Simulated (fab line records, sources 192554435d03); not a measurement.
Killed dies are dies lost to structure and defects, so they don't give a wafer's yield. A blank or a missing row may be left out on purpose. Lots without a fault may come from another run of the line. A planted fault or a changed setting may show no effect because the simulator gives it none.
Chamber matching | flow n5_finfet | N5_BEOL_M5_ILD_DEP_00 on pecvd-04: 3 sister chambers
The step deposits SiCOH lowk from DEMS/porogen, target thk 140.64 nm, time 25.9 s. 6 wafers are shown with their chamber, then 7 later ones without.

WAFERS WITH THEIR CHAMBER
wafer  | chamber | throttle_valve_pct (%) | heater_power_w (W)
L089.3 | 0       | 12.9                   | 272
L090.4 | 2       | 13.9                   | 251
L090.5 | 1       | 13.9                   | 307
L090.6 | 0       | 13.2                   | 302
L092.1 | 1       | 13.8                   | 326
L092.2 | 2       | 13.8                   | 226

WAFERS WITHOUT THEIR CHAMBER
wafer  | throttle_valve_pct (%) | heater_power_w (W)
L092.3 | 12.9                   | 305
L094.1 | 13.7                   | 270
L094.4 | 12.9                   | 294
L094.5 | 13.9                   | 226
L097.3 | 12.9                   | 291
L097.4 | 14.2                   | 188
L097.5 | 14.0                   | 287

WHICH CHAMBER EACH WENT THROUGH
wafer  | from the rows above     | in truth
L092.3 | 0                       | 0
L094.1 | can't be placed: 2 or 1 | 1
L094.4 | 0                       | 0
L094.5 | 2                       | 2
L097.3 | 0                       | 0
L097.4 | 2                       | 2
L097.5 | can't be placed: 1 or 2 | 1
Placed correctly: 5 of 7. Can't be placed from these rows: 2 (the true chamber is among the candidates in 2). Placed wrongly: 0.
How it was worked out, from the rows above alone: a wafer's distance from a chamber is the root of the sum, over the readings, of the square of ((its reading less the chamber's mean) divided by the reading's scatter). The wafer belongs to the nearest chamber; if the next one is less than 2 further off, it can't be placed. A chamber's mean is the mean of its shown wafers. The scatter: the root of (the sum of the squares of (reading less its chamber's mean) over the shown wafers, divided by (wafers less chambers)).
